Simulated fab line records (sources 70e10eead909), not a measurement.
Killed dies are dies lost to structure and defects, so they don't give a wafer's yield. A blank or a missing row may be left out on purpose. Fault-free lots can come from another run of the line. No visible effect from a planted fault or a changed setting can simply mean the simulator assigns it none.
fab line records	flow nand_harc
record: lots: 24	wafers: 72	last_day: 34
route steps=1302 shown P_M1@298 P_M2@349 P_BONDPAD@353 A_ZERO_WELL@401
lots that met no fault: from a run of the same line without faults
start_h: hours from the record's opening day to when the first of the lot's shown wafers began	wait_h: hours from the lot's prior step to this one	" the same as in the row above	L1.1+2: several wafers, shown together as one row	- no value present, or no start provided	* or withheld: withheld	< > ~ a bound
route shown NAME@n: names a module that has steps shown in the file, with the first one's number in the route	usual: mean and standard deviation over wafers with no fault	same: alike in all rows	chamber/n: place in a boat	sites: the reading at each site	_std_site: the standard deviation of these	_edge_site: outer sites' mean less inner sites'	radius_mm: for every site, how far away it sits from the centre of the wafer	mask NAME#n: copy n	behind: the last tool/chamber to shape the wafer	hold: why the lot went on hold/how many hours it stayed there/how the hold came to an end	device: whichever transistor did not switch (one of n, p or np)	end of line: the same wafers' tests at the end of the route	where a step has no rows: the recipe by itself	killed: at the first sort, the dies lost to defects and structure; wafer yield is something else	map: per-die view of a wafer (x killed, . not killed, _ where there is no die)
set.NAME: setting as actually run; set.NAME@STEP: the setting as run at that earlier step	model.NAME: the simulator's own value behind a step, which no gauge read
route steps across a sampled set of lots; one table per step, one row per wafer
services: from which hour (start_h, from the record's first day; less than 0 if before it) a tool's chamber was out of use, for how many hours, and why
== steps ==
step: NHARC_P_M1_DESCUM_14
recipe: time_s: 3	o2_flow_sccm: 200	ar_flow_sccm: 0	bias_power_w: 0	chemistry: O2
usual: drypump_motor_current_A: 5.7/0.46	oes_product_au: 1.003/0.012	rf_vpp_V: 57.9/0.99	showerhead_plenum_p_Torr: 1.94/0.11	throttle_valve_pct: 11.310/0.0084
same: time_s: 3
lot.wafer	tool	chamber	start_h	wait_h	drypump_motor_current_A	oes_product_au	rf_hours_counter_h	rf_vpp_V	showerhead_plenum_p_Torr	throttle_valve_pct
L074.1	rie_diel-02	2	130.14	0.1	5.5	0.992	6	56.5	1.84	11.315
L074.2	"	0	"	"	6.1	0.993	8	56.5	1.80	11.310
L074.5	"	2	"	"	5.5	0.993	-	59.2	1.84	11.312
L075.3	rie_diel-01	3	136.56	0.1	5.9	0.989	6	57.7	1.79	11.313
L075.6	"	1	"	"	5.4	1.001	-	58.7	2.06	11.308
L075.5	"	2	"	"	6.3	1.011	-	57.9	2.05	11.306
L076.3	rie_diel-01	0	146.33	0.1	4.9	1.019	6	59.5	2.01	11.327
L076.2	"	2	"	"	6.3	1.018	6	57.7	2.05	11.315
L076.1	"	3	"	"	5.9	0.987	6	57.5	1.79	11.303
L077.2	rie_diel-02	3	156.62	0.1	5.4	1.011	9	59.2	2.04	11.308
L077.3	"	1	"	"	5.6	1.011	9	57.1	1.97	11.291
L077.6	"	3	"	"	5.4	1.010	-	58.8	2.04	11.310
L079.4	rie_diel-02	1	170.04	0.1	5.5	1.007	10	58.5	1.97	11.311
L079.3	"	0	"	"	6.2	0.984	11	57.4	1.80	11.305
L079.5	"	1	"	"	5.5	1.001	-	58.7	1.97	11.297
L078.2	rie_diel-01	1	170.77	0.1	5.4	1.002	7	57.2	2.06	11.303
L078.4	"	2	"	"	6.3	1.001	8	58.7	2.05	11.323
L078.5	"	1	"	"	5.3	1.005	-	58.1	2.06	11.310
L080.3	rie_diel-02	2	193.34	0.1	5.5	0.989	12	59.0	1.84	11.300
L080.5	"	3	"	"	5.4	1.002	-	59.8	2.04	11.309
L080.6	"	0	"	"	6.2	0.985	-	55.7	1.80	11.300
L081.3	rie_diel-02	0	203.06	0.1	6.2	0.994	14	57.9	1.79	11.307
L081.4	"	1	"	"	5.5	0.997	13	58.1	1.97	11.312
L081.1	"	2	"	"	5.5	0.980	13	56.3	1.84	11.311
L082.1	rie_diel-02	3	205.27	0.1	5.4	1.003	14	59.2	2.04	11.316
L082.6	"	3	"	"	5.4	1.006	-	57.8	2.04	11.313
L082.5	"	0	"	"	6.1	1.005	-	57.9	1.80	11.308
L083.1	rie_diel-13	3	218.65	0.1	5.8	0.993	14	58.2	1.96	11.322
L083.5	"	0	"	"	5.1	0.997	-	58.1	1.92	11.306
L083.6	"	1	"	"	6.7	1.016	-	56.7	1.81	11.315
L084.1	rie_diel-02	2	233.88	0.1	5.5	1.015	1	56.8	1.84	11.285
L084.3	"	3	"	"	5.4	1.007	1	59.5	2.04	11.317
L084.6	"	1	"	"	5.5	1.002	-	57.8	1.97	11.306
L085.3	rie_diel-01	3	240.35	0.1	6.0	0.992	2	57.3	1.79	11.317
L085.1	"	2	"	"	6.3	1.004	2	56.5	2.04	11.314
L085.5	"	2	"	"	6.3	0.997	-	58.0	2.04	11.320
L086.1	rie_diel-02	0	253.71	0.1	6.2	1.002	3	57.0	1.79	11.315
L086.5	"	0	"	"	6.2	0.988	-	56.4	1.79	11.315
L086.4	"	2	"	"	5.5	1.009	-	58.0	1.84	11.306
L088.4	rie_diel-01	0	275.01	0.1	4.9	1.019	3	59.6	2.01	11.320
L088.1	"	3	"	"	6.0	0.980	4	56.7	1.79	11.292
L088.5	"	1	"	"	5.4	1.021	-	59.8	2.06	11.317
L087.1	rie_diel-02	1	276.08	0.1	5.5	1.012	5	58.3	1.97	11.314
L087.2	"	2	"	"	5.5	1.009	5	55.8	1.84	11.315
L087.3	"	3	"	"	5.4	1.002	4	59.2	2.04	11.321
L090.1	rie_diel-01	2	294.22	0.1	6.3	1.005	5	57.6	2.04	11.301
L090.3	"	3	"	"	6.0	0.985	5	58.5	1.79	11.309
L090.2	"	0	"	"	4.9	1.008	5	58.1	2.01	11.312
L089.3	rie_diel-01	0	295.18	0.1	4.9	1.013	5	59.0	2.01	11.308
L089.5	"	1	"	"	5.4	1.020	-	59.5	2.06	11.308
L089.6	"	2	"	"	6.3	1.024	-	57.8	2.04	11.294
L091.1	rie_diel-01	0	297.83	0.1	4.9	1.019	5	57.6	2.01	11.298
L091.6	"	2	"	"	6.3	1.015	-	58.2	2.04	11.316
L091.5	"	3	"	"	5.9	0.985	-	57.9	1.79	11.323
L092.2	rie_diel-01	0	304.56	0.1	4.9	1.003	5	58.2	2.01	11.291
L092.1	"	1	"	"	5.3	1.017	5	57.5	2.06	11.309
L092.5	"	3	"	"	6.0	0.999	-	57.2	1.79	11.309
L093.2	rie_diel-02	0	330.40	0.1	6.2	0.992	10	57.2	1.79	11.313
L093.4	"	1	"	"	5.5	1.001	10	55.8	1.97	11.312
L093.6	"	0	"	"	6.1	0.995	-	58.6	1.79	11.312
L094.3	rie_diel-13	2	330.91	0.1	6.0	1.006	55	56.5	1.76	11.315
L094.4	"	3	"	"	5.8	0.993	57	59.1	1.94	11.304
L094.1	"	1	"	"	6.7	1.003	42	58.1	1.80	11.314
L095.3	rie_diel-01	3	336.43	0.1	6.0	0.988	8	55.9	1.79	11.297
L095.1	"	0	"	"	4.8	0.999	7	57.4	2.01	11.321
L095.4	"	2	"	"	6.3	1.004	-	58.6	2.04	11.291
L096.1	rie_diel-01	1	348.24	0.1	5.3	1.020	8	57.7	2.06	11.308
L096.4	"	2	"	"	6.3	1.011	8	57.4	2.04	11.303
L096.6	"	3	"	"	6.0	0.988	-	58.1	1.79	11.308
L097.2	rie_diel-01	2	362.84	0.1	6.3	1.025	10	58.3	2.04	11.309
L097.1	"	0	"	"	4.9	1.020	9	58.8	2.01	11.293
L097.5	"	3	"	"	5.9	0.989	-	56.4	1.79	11.324
step: NHARC_P_M1_PRE_CLEAN_32
recipe: time_s: 12	temp_c: 370	rf_power_w: 300	gas: NH3
usual: heater_power_w: 618/67
same: time_s: 12
lot.wafer	tool	chamber	start_h	wait_h	heater_power_w
L074.2	pecvd-02	2	132.78	0.1	644
L074.1	"	1	"	"	623
L074.5	"	1	"	"	623
L075.3	pecvd-02	2	139.17	0.1	587
L075.5	"	0	"	"	536
L075.6	"	1	"	"	689
L076.1	pecvd-04	0	149.18	0.1	579
L076.3	"	1	"	"	569
L076.2	"	2	"	"	610
L077.2	pecvd-04	2	159.28	0.1	577
L077.3	"	2	"	"	595
L077.6	"	2	"	"	589
L079.3	pecvd-01	1	172.70	0.1	643
L079.5	"	2	"	"	510
L079.4	"	1	"	"	633
L078.2	pecvd-04	1	173.64	0.1	557
L078.4	"	0	"	"	562
L078.5	"	2	"	"	696
L080.3	pecvd-01	0	196.27	0.1	705
L080.6	"	2	"	"	619
L080.5	"	0	"	"	699
L081.3	pecvd-04	1	205.71	0.1	485
L081.1	"	2	"	"	605
L081.4	"	2	"	"	625
L082.1	pecvd-01	2	207.93	0.1	566
L082.5	"	1	"	"	717
L082.6	"	2	"	"	562
L083.1	pecvd-04	2	221.31	0.1	647
L083.5	"	0	"	"	644
L083.6	"	2	"	"	643
L084.1	pecvd-01	1	236.63	0.1	634
L084.3	"	2	"	"	528
L084.6	"	2	"	"	545
L085.3	pecvd-01	1	243.09	0.1	639
L085.1	"	2	"	"	576
L085.5	"	0	"	"	705
L086.1	pecvd-04	2	256.41	0.1	700
L086.5	"	0	"	"	607
L086.4	"	1	"	"	575
L088.1	pecvd-01	0	277.66	0.1	728
L088.4	"	0	"	"	741
L088.5	"	2	"	"	584
L087.3	pecvd-01	1	278.75	0.1	714
L087.1	"	2	"	"	548
L087.2	"	0	"	"	705
L090.1	pecvd-02	2	296.91	0.1	550
L090.3	"	0	"	"	573
L090.2	"	1	"	"	576
L089.3	pecvd-04	1	297.87	0.1	590
L089.6	"	0	"	"	606
L089.5	"	1	"	"	602
L091.1	pecvd-01	1	300.48	0.1	658
L091.6	"	1	"	"	659
L091.5	"	2	"	"	601
L092.1	pecvd-04	1	307.23	0.1	568
L092.2	"	2	"	"	655
L092.5	"	2	"	"	674
L093.2	pecvd-01	0	333.06	0.1	697
L093.6	"	1	"	"	687
L093.4	"	2	"	"	504
L094.1	pecvd-01	2	333.55	0.1	518
L094.3	"	0	"	"	654
L094.4	"	1	"	"	712
L095.3	pecvd-01	2	339.11	0.1	576
L095.1	"	0	"	"	670
L095.4	"	1	"	"	699
L096.1	pecvd-01	0	350.94	0.1	621
L096.4	"	0	"	"	587
L096.6	"	1	"	"	702
L097.1	pecvd-01	1	365.49	0.1	704
L097.2	"	0	"	"	706
L097.5	"	1	"	"	699
step: NHARC_P_M2_PRE_CLEAN_32
recipe: time_s: 12	temp_c: 370	rf_power_w: 300	gas: NH3
usual: heater_power_w: 602/63
same: time_s: 12
lot.wafer	tool	chamber	start_h	wait_h	heater_power_w
L074.1	pecvd-04	1	137.16	0.1	518
L074.2	"	2	"	"	696
L074.5	"	0	"	"	599
L075.3	pecvd-04	1	143.30	0.1	477
L075.5	"	2	"	"	579
L075.6	"	1	"	"	466
L076.2	pecvd-01	0	153.26	0.1	681
L076.1	"	1	"	"	609
L076.3	"	2	"	"	575
L077.3	pecvd-04	1	163.87	0.1	578
L077.2	"	0	"	"	634
L077.6	"	0	"	"	630
L079.3	pecvd-01	2	176.93	0.1	600
L079.5	"	0	"	"	723
L079.4	"	1	"	"	724
L078.2	pecvd-02	2	177.71	0.1	599
L078.4	"	1	"	"	640
L078.5	"	2	"	"	596
L080.3	pecvd-01	0	200.82	0.1	728
L080.5	"	0	"	"	725
L080.6	"	1	"	"	623
L081.3	pecvd-04	1	209.86	0.1	535
L081.1	"	2	"	"	665
L081.4	"	2	"	"	668
L082.1	pecvd-01	2	212.11	0.1	586
L082.6	"	0	"	"	723
L082.5	"	2	"	"	601
L083.1	pecvd-04	2	225.44	0.1	630
L083.6	"	2	"	"	623
L083.5	"	1	"	"	552
L084.1	pecvd-01	0	240.63	0.1	742
L084.3	"	2	"	"	585
L084.6	"	0	"	"	740
L085.1	pecvd-04	2	247.29	0.1	667
L085.3	"	0	"	"	568
L085.5	"	0	"	"	592
L086.1	pecvd-02	0	260.56	0.1	555
L086.5	"	0	"	"	554
L086.4	"	1	"	"	585
L088.1	pecvd-02	2	281.96	0.1	541
L088.4	"	2	"	"	542
L088.5	"	0	"	"	559
L087.3	pecvd-02	2	282.92	0.1	527
L087.2	"	0	"	"	520
L087.1	"	1	"	"	665
L090.1	pecvd-02	2	300.96	0.1	606
L090.2	"	0	"	"	522
L090.3	"	1	"	"	620
L089.3	pecvd-01	0	301.87	0.1	625
L089.5	"	2	"	"	522
L089.6	"	1	"	"	692
L091.1	pecvd-02	0	304.64	0.1	528
L091.5	"	2	"	"	551
L091.6	"	1	"	"	629
L092.1	pecvd-02	2	311.43	0.1	623
L092.2	"	0	"	"	579
L092.5	"	2	"	"	625
L093.2	pecvd-04	2	337.24	0.1	644
L093.4	"	0	"	"	573
L093.6	"	1	"	"	534
L094.3	pecvd-04	0	337.88	0.1	533
L094.1	"	1	"	"	495
L094.4	"	0	"	"	524
L095.1	pecvd-02	0	343.27	0.1	532
L095.3	"	2	"	"	611
L095.4	"	0	"	"	544
L096.1	pecvd-02	2	355.20	0.1	588
L096.6	"	0	"	"	512
L096.4	"	2	"	"	584
L097.2	pecvd-01	0	369.65	0.1	718
L097.1	"	1	"	"	622
L097.5	"	1	"	"	609
step: NHARC_P_BONDPAD_THK_MEAS_33
recipe: thk_meas_gauge: ellipsometry
usual: thk_nm: 199.7/1.6
lot.wafer	tool	chamber	start_h	wait_h	thk_nm
L074.1	film_metro-01	-	138.28	0.2	201.5
L074.2	"	-	"	"	200.6
L074.5	"	-	"	"	203.9
L075.3	film_metro-01	-	144.42	0.2	200.7
L075.5	"	-	"	"	200.5
L075.6	"	-	"	"	201.1
L076.1	film_metro-02	-	154.41	0.2	200.0
L076.2	"	-	"	"	201.2
L076.3	"	-	"	"	201.7
L077.2	film_metro-01	-	165.02	0.2	199.2
L077.3	"	-	"	"	199.7
L077.6	"	-	"	"	198.6
L079.3	film_metro-01	-	178.04	0.2	198.1
L079.4	"	-	"	"	197.9
L079.5	"	-	"	"	199.3
L078.2	film_metro-01	-	178.84	0.2	200.2
L078.4	"	-	"	"	200.8
L078.5	"	-	"	"	199.1
L080.3	film_metro-01	-	201.95	0.2	200.3
L080.5	"	-	"	"	200.0
L080.6	"	-	"	"	199.6
L081.1	film_metro-01	-	210.97	0.2	201.0
L081.3	"	-	"	"	197.8
L081.4	"	-	"	"	202.2
L082.1	film_metro-02	-	213.23	0.2	197.7
L082.5	"	-	"	"	197.7
L082.6	"	-	"	"	199.2
L083.1	film_metro-02	-	226.61	0.2	202.3
L083.5	"	-	"	"	199.8
L083.6	"	-	"	"	200.3
L084.1	film_metro-02	-	241.75	0.2	199.7
L084.3	"	-	"	"	199.9
L084.6	"	-	"	"	202.0
L085.1	film_metro-02	-	248.44	0.2	200.3
L085.3	"	-	"	"	197.9
L085.5	"	-	"	"	198.4
L086.1	film_metro-01	-	261.70	0.2	199.3
L086.4	"	-	"	"	197.6
L086.5	"	-	"	"	199.9
L088.1	film_metro-01	-	283.09	0.2	198.8
L088.4	"	-	"	"	198.6
L088.5	"	-	"	"	200.8
L087.1	film_metro-01	-	284.05	0.1	200.8
L087.2	"	-	"	"	199.9
L087.3	"	-	"	"	200.2
L090.1	film_metro-01	-	302.11	0.2	198.9
L090.2	"	-	"	"	198.4
L090.3	"	-	"	"	197.9
L089.3	film_metro-01	-	303.01	0.2	197.9
L089.5	"	-	"	"	200.6
L089.6	"	-	"	"	198.7
L091.1	film_metro-01	-	305.78	0.2	200.5
L091.5	"	-	"	"	196.9
L091.6	"	-	"	"	198.2
L092.1	film_metro-02	-	312.58	0.2	199.1
L092.2	"	-	"	"	198.7
L092.5	"	-	"	"	200.7
L093.2	film_metro-01	-	338.42	0.2	199.2
L093.4	"	-	"	"	198.2
L093.6	"	-	"	"	200.7
L094.1	film_metro-01	-	339.24	0.2	198.9
L094.3	"	-	"	"	198.2
L094.4	"	-	"	"	199.9
L095.1	film_metro-01	-	344.46	0.2	196.5
L095.3	"	-	"	"	202.0
L095.4	"	-	"	"	199.8
L096.1	film_metro-01	-	356.30	0.2	200.9
L096.4	"	-	"	"	198.3
L096.6	"	-	"	"	201.6
L097.1	film_metro-01	-	370.79	0.2	199.7
L097.2	"	-	"	"	201.4
L097.5	"	-	"	"	198.5
step: NHARC_P_BONDPAD_ETCH_24
recipe: target_depth_a: 300	over_etch_frac: 0.3	time_s: 72.99	ion_energy_ev: 150	cf4_flow_sccm: 50	n2_flow_sccm: 100	ar_flow_sccm: 150	rf_w: 300	bias_w: 100	chemistry: CF4/N2
usual: cf4_flow_sccm: 50.00/0.16	drypump_motor_current_A: 6.1/0.3	oes_product_au: 1.001/0.011	rf_vpp_V: 314.3/2	showerhead_plenum_p_Torr: 2.63/0.11	throttle_valve_pct: 19.794/0.0094
same: over_etch_frac: 0.3	time_s: 72.99
lot.wafer	tool	chamber	start_h	wait_h	cf4_flow_sccm	drypump_motor_current_A	oes_product_au	rf_hours_counter_h	rf_vpp_V	showerhead_plenum_p_Torr	throttle_valve_pct
L074.1	rie_diel-06	1	-	-	50.24	6.2	1.009	0.0	316.5	2.76	19.798
L074.2	"	2	"	"	50.35	6.6	1.020	0.0	312.2	2.55	19.799
L074.5	"	1	"	"	50.15	6.2	1.012	-	316.6	2.76	19.810
L075.3	rie_diel-05	3	145.79	0.1	50.22	6.3	1.009	4.4	313.7	2.53	19.786
L075.6	"	1	"	"	49.84	5.7	0.989	-	311.5	2.50	19.798
L075.5	"	3	"	"	49.83	6.3	1.019	-	312.5	2.53	19.799
L076.2	rie_diel-10	0	-	-	49.84	6.2	0.991	3.9	315.6	2.66	19.781
L076.1	"	1	"	"	49.99	6.1	0.990	4.0	312.3	2.48	19.776
L076.3	"	3	"	"	49.76	6.1	0.975	3.8	314.1	2.66	19.796
L077.3	rie_diel-05	3	-	-	50.12	6.4	1.017	5.4	310.7	2.53	19.783
L077.2	"	2	"	"	49.98	6.1	1.009	5.3	316.0	2.71	19.783
L077.6	"	0	"	"	49.85	5.5	1.002	-	316.1	2.78	19.806
L079.3	rie_diel-06	1	179.39	0.1	49.81	6.2	0.993	0.7	316.4	2.76	19.809
L079.4	"	2	"	"	50.20	6.6	0.995	-	313.5	2.55	19.807
L079.5	"	0	"	"	50.11	6.5	0.993	-	316.9	2.76	19.789
L078.2	rie_diel-10	1	-	-	49.78	6.1	0.990	5.9	311.0	2.48	19.790
L078.4	"	3	"	"	50.02	6.1	0.987	6.2	314.3	2.66	19.805
L078.5	"	1	"	"	50.00	6.1	1.003	-	313.2	2.48	19.794
L080.3	rie_diel-06	2	-	-	49.79	6.6	0.994	1.0	312.2	2.55	19.792
L080.6	"	2	"	"	50.13	6.6	0.983	-	312.9	2.55	19.793
L080.5	"	3	"	"	50.01	6.0	0.985	-	313.2	2.51	19.809
L081.1	rie_diel-10	3	-	-	49.82	6.1	0.990	8.8	314.5	2.66	19.798
L081.3	"	0	"	"	50.10	6.2	0.998	9.0	314.4	2.66	19.783
L081.4	"	1	"	"	50.02	6.1	0.985	8.0	312.8	2.48	19.778
L082.1	rie_diel-05	3	-	-	50.01	6.3	1.014	7.6	312.3	2.53	19.807
L082.6	"	1	"	"	49.83	5.8	0.996	-	313.6	2.50	19.796
L082.5	"	2	"	"	49.84	6.1	1.000	-	317.8	2.71	19.799
L083.1	rie_diel-06	3	-	-	49.97	6.0	0.991	1.4	312.3	2.51	19.791
L083.5	"	0	"	"	49.83	6.4	0.996	-	316.4	2.76	19.784
L083.6	"	1	"	"	50.03	6.2	1.001	-	314.7	2.76	19.796
L084.1	rie_diel-06	2	-	-	49.79	6.6	1.010	2.2	312.4	2.55	19.786
L084.3	"	0	"	"	49.77	6.5	0.995	2.1	316.9	2.76	19.808
L084.6	"	3	"	"	50.18	6.0	0.976	-	313.1	2.51	19.783
L085.3	rie_diel-06	3	-	-	49.98	6.0	0.989	2.3	312.3	2.51	19.792
L085.1	"	1	"	"	50.19	6.2	1.009	2.5	314.8	2.76	19.795
L085.5	"	3	"	"	49.89	5.9	0.993	-	312.4	2.51	19.808
L086.4	rie_diel-06	0	-	-	49.82	6.4	1.004	2.5	315.6	2.76	19.793
L086.1	"	1	"	"	49.91	6.2	1.004	2.7	315.6	2.76	19.797
L086.5	"	0	"	"	49.92	6.4	1.005	-	315.7	2.76	19.786
L088.1	rie_diel-06	2	-	-	50.40	6.6	1.017	3.1	311.6	2.55	19.795
L088.4	"	1	"	"	50.14	6.2	1.013	3.2	315.2	2.76	19.803
L088.5	"	2	"	"	50.00	6.6	1.018	-	312.8	2.55	19.784
L087.1	rie_diel-05	3	-	-	50.02	6.3	1.019	3.5	312.5	2.53	19.795
L087.2	"	1	"	"	50.15	5.7	1.002	3.4	312.3	2.50	19.803
L087.3	"	2	"	"	50.27	6.1	1.014	3.8	314.4	2.71	19.793
L090.1	rie_diel-05	2	-	-	49.89	6.2	1.012	4.8	314.8	2.71	19.788
L090.2	"	3	"	"	50.22	6.3	1.027	4.7	312.4	2.53	19.795
L090.3	"	0	"	"	50.13	5.5	1.006	4.4	317.3	2.78	19.791
L089.3	rie_diel-05	3	-	-	50.10	6.3	1.019	4.8	313.1	2.53	19.783
L089.5	"	2	"	"	49.90	6.1	1.013	-	315.0	2.71	19.777
L089.6	"	3	"	"	50.03	6.3	1.016	-	311.8	2.53	19.806
L091.1	rie_diel-06	3	-	-	50.08	6.0	0.997	3.8	314.0	2.51	19.801
L091.6	"	2	"	"	49.97	6.6	1.003	-	312.0	2.55	19.775
L091.5	"	3	"	"	50.30	6.0	0.997	-	313.4	2.51	19.807
L092.1	rie_diel-05	1	-	-	50.21	5.7	1.008	4.8	311.2	2.49	19.783
L092.2	"	3	"	"	49.99	6.3	1.017	5.1	312.5	2.53	19.792
L092.5	"	1	"	"	49.86	5.7	1.004	-	310.9	2.49	19.772
L093.4	rie_diel-10	3	-	-	49.88	6.1	0.996	8.1	316.5	2.65	19.791
L093.2	"	1	"	"	49.90	6.1	1.014	7.9	310.6	2.47	19.819
L093.6	"	0	"	"	49.56	6.2	0.994	-	315.6	2.65	19.780
L094.1	rie_diel-10	2	-	-	49.86	6.0	1.002	8.9	315.7	2.74	19.797
L094.3	"	3	"	"	49.95	6.1	0.990	8.2	314.3	2.65	19.797
L094.4	"	0	"	"	50.08	6.2	1.000	7.2	313.3	2.65	19.799
L095.1	rie_diel-06	3	-	-	49.85	6.0	0.994	0.4	312.4	2.51	19.801
L095.3	"	1	"	"	50.01	6.2	0.972	0.9	317.0	2.75	19.781
L095.4	"	2	"	"	50.05	6.6	1.005	1.0	313.6	2.55	19.793
L096.4	rie_diel-10	0	-	-	49.91	6.2	1.009	7.6	314.4	2.65	19.798
L096.1	"	2	"	"	49.82	6.0	1.014	9.2	314.9	2.74	19.814
L096.6	"	1	"	"	49.94	6.1	0.992	-	310.8	2.47	19.799
L097.2	rie_diel-05	1	-	-	49.84	5.7	1.011	7.2	310.6	2.49	19.800
L097.1	"	2	"	"	50.05	6.1	1.017	7.7	317.3	2.71	19.795
L097.5	"	0	"	"	49.93	5.5	0.987	-	316.9	2.78	19.797
step: NHARC_A_ZERO_WELL_CD_MEAS_10
recipe: target_cd_nm: 2000	landing_energy_ev: 500
usual: cd_nm: 1999.9/1.9
lot.wafer	tool	chamber	start_h	wait_h	cd_nm
L074.1	cd_sem-03	0	142.98	-	1996.7
L074.2	"	0	"	"	1995.9
L074.5	"	0	"	"	1999.8
L075.3	cd_sem-02	0	149.10	-	1999.4
L075.5	"	0	"	"	2000.3
L075.6	"	0	"	"	1998.6
L076.1	cd_sem-02	0	158.95	-	2001.3
L076.2	"	0	"	"	1998.9
L076.3	"	0	"	"	2000.0
L077.2	cd_sem-01	0	169.54	-	2001.4
L077.3	"	0	"	"	2000.8
L077.6	"	0	"	"	1998.1
L079.3	cd_sem-01	0	183.14	-	1999.6
L079.4	"	0	"	"	2000.1
L079.5	"	0	"	"	1999.1
L078.2	cd_sem-02	0	183.48	-	2000.5
L078.4	"	0	"	"	1999.9
L078.5	"	0	"	"	2003.8
L080.3	cd_sem-01	0	206.52	-	2001.9
L080.5	"	0	"	"	2004.8
L080.6	"	0	"	"	2003.3
L081.1	cd_sem-01	0	215.60	-	1997.1
L081.3	"	0	"	"	1998.4
L081.4	"	0	"	"	1995.5
L082.1	cd_sem-01	0	217.87	-	2001.0
L082.5	"	0	"	"	1998.6
L082.6	"	0	"	"	1998.8
L083.1	cd_sem-01	0	231.27	-	1998.8
L083.5	"	0	"	"	1999.2
L083.6	"	0	"	"	1996.6
L084.1	cd_sem-02	0	246.21	-	2002.6
L084.3	"	0	"	"	2000.7
L084.6	"	0	"	"	2000.6
L085.1	cd_sem-01	0	253.16	-	2002.7
L085.3	"	0	"	"	2001.7
L085.5	"	0	"	"	1999.2
L086.1	cd_sem-03	0	266.35	-	2001.0
L086.4	"	0	"	"	2003.0
L086.5	"	0	"	"	1998.1
L088.1	cd_sem-03	0	287.83	-	1999.1
L088.4	"	0	"	"	1998.4
L088.5	"	0	"	"	2001.4
L087.1	cd_sem-02	0	288.66	-	1999.4
L087.2	"	0	"	"	2000.1
L087.3	"	0	"	"	2000.3
L090.1	cd_sem-03	0	306.64	-	2001.8
L090.2	"	0	"	"	2001.7
L090.3	"	0	"	"	1999.2
L089.3	cd_sem-03	0	307.67	-	2002.0
L089.5	"	0	"	"	2005.5
L089.6	"	0	"	"	2004.8
L091.1	cd_sem-01	0	310.18	-	2000.1
L091.5	"	0	"	"	1997.7
L091.6	"	0	"	"	2001.5
L092.1	cd_sem-01	0	317.32	-	2000.2
L092.2	"	0	"	"	2000.6
L092.5	"	0	"	"	1998.5
L093.2	cd_sem-03	0	342.94	-	2002.7
L093.4	"	0	"	"	1998.5
L093.6	"	0	"	"	2000.3
L094.1	cd_sem-03	0	343.92	-	1998.9
L094.3	"	0	"	"	1998.5
L094.4	"	0	"	"	1999.0
L095.1	cd_sem-03	0	349.02	-	1997.6
L095.3	"	0	"	"	2001.3
L095.4	"	0	"	"	2001.6
L096.1	cd_sem-03	0	360.97	-	1999.0
L096.4	"	0	"	"	1997.6
L096.6	"	0	"	"	1997.1
L097.1	cd_sem-03	0	375.87	-	1997.8
L097.2	"	0	"	"	1999.7
L097.5	"	0	"	"	2000.8
== services ==
tool	chamber	start_h	hours	kind
rie_diel-06	1	106.55	11.2	repair
pecvd-04	-	115.79	2.6	repair
rie_diel-06	-	130.20	9.0	pm
pecvd-01	-	130.64	13.0	pm
rie_diel-06	2	149.13	10.1	repair
pecvd-04	2	150.37	3.6	repair
pecvd-04	0	156.10	6.4	repair
rie_diel-06	3	175.96	3.9	repair
pecvd-04	1	184.36	9.4	repair
rie_diel-01	-	189.91	0.9	repair
rie_diel-01	-	203.82	9.0	pm
pecvd-01	-	204.77	3.1	repair
pecvd-02	1	217.51	4.9	repair
pecvd-02	-	227.00	13.0	pm
rie_diel-01	0	230.88	14.8	repair
pecvd-04	2	249.57	3.4	repair
rie_diel-01	2	261.29	4.9	repair
pecvd-04	-	269.00	13.0	pm
rie_diel-01	1	285.59	5.6	repair
pecvd-01	-	311.64	13.0	pm
pecvd-04	-	329.58	2.1	repair
rie_diel-01	1	336.19	5.9	repair
rie_diel-01	-	366.70	0.3	repair
pecvd-01	1	372.09	7.2	repair
== key ==
fault none
